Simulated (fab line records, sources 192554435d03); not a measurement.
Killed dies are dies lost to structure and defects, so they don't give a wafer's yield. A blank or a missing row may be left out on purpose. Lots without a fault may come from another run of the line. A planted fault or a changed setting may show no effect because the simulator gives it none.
Chamber matching | flow n5_finfet | N5_SD_EPI_P_ETCH_16 on rie_diel-03: 4 sister chambers
The step etches SiO2 in CHF3/O2, target depth 5 nm. 18 wafers are shown with their chamber, then 9 later ones without.

WAFERS WITH THEIR CHAMBER
wafer  | chamber | throttle_valve_pct (%) | showerhead_plenum_p_Torr (Torr) | rf_vpp_V (V)
L074.1 | 2       | 18.64                  | 2.41                            | 520
L074.2 | 1       | 18.91                  | 2.40                            | 522
L074.3 | 3       | 19.04                  | 2.32                            | 521
L075.1 | 0       | 19.05                  | 2.31                            | 524
L075.3 | 2       | 18.63                  | 2.40                            | 520
L075.5 | 0       | 19.06                  | 2.31                            | 526
L077.1 | 0       | 19.06                  | 2.30                            | 526
L077.3 | 2       | 18.63                  | 2.40                            | 521
L077.5 | 0       | 19.06                  | 2.30                            | 525
L080.2 | 0       | 19.08                  | 2.30                            | 526
L080.3 | 1       | 18.93                  | 2.39                            | 523
L080.6 | 1       | 18.92                  | 2.39                            | 521
L083.2 | 1       | 18.93                  | 2.39                            | 521
L083.3 | 0       | 19.07                  | 2.30                            | 527
L083.6 | 3       | 19.06                  | 2.31                            | 520
L086.1 | 1       | 18.95                  | 2.39                            | 522
L086.3 | 3       | 19.05                  | 2.31                            | 522
L086.4 | 2       | 18.66                  | 2.40                            | 521

SIGNATURES (means of the wafers above)
reading                  | chamber 0 | chamber 1 | chamber 2 | chamber 3 | scatter within a chamber
throttle_valve_pct       | 19.0633   | 18.9280   | 18.6400   | 19.0500   | 0.0126
showerhead_plenum_p_Torr | 2.3033    | 2.3920    | 2.4025    | 2.3133    | 0.00504
rf_vpp_V                 | 525.67    | 521.80    | 520.50    | 521.00    | 0.892
Rule: a wafer's distance from a chamber is the root of the sum, over the readings, of the square of ((its reading less the chamber's mean) divided by the reading's scatter). The wafer belongs to the nearest chamber; if the next one is less than 2 further off, it can't be placed. The scatter: the root of (the sum of the squares of (reading less its chamber's mean) over the shown wafers, divided by (wafers less chambers)).

WAFERS WITHOUT THEIR CHAMBER
wafer  | throttle_valve_pct (%) | showerhead_plenum_p_Torr (Torr) | rf_vpp_V (V)
L087.2 | 18.67                  | 2.39                            | 521
L087.3 | 19.08                  | 2.30                            | 527
L087.5 | 19.08                  | 2.31                            | 522
L091.1 | 19.09                  | 2.30                            | 527
L091.3 | 18.66                  | 2.39                            | 521
L091.6 | 19.06                  | 2.31                            | 523
L097.1 | 18.97                  | 2.38                            | 522
L097.2 | 18.71                  | 2.39                            | 519
L097.6 | 18.98                  | 2.38                            | 522

WHICH CHAMBER EACH WENT THROUGH
wafer  | from the rows above     | in truth
L087.2 | 2                       | 2
L087.3 | 0                       | 0
L087.5 | can't be placed: 3 or 0 | 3
L091.1 | 0                       | 0
L091.3 | 2                       | 2
L091.6 | can't be placed: 3 or 0 | 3
L097.1 | 1                       | 1
L097.2 | 2                       | 2
L097.6 | 1                       | 1
Placed correctly: 7 of 9. Can't be placed from these rows: 2 (the true chamber is among the candidates in 2). Placed wrongly: 0.
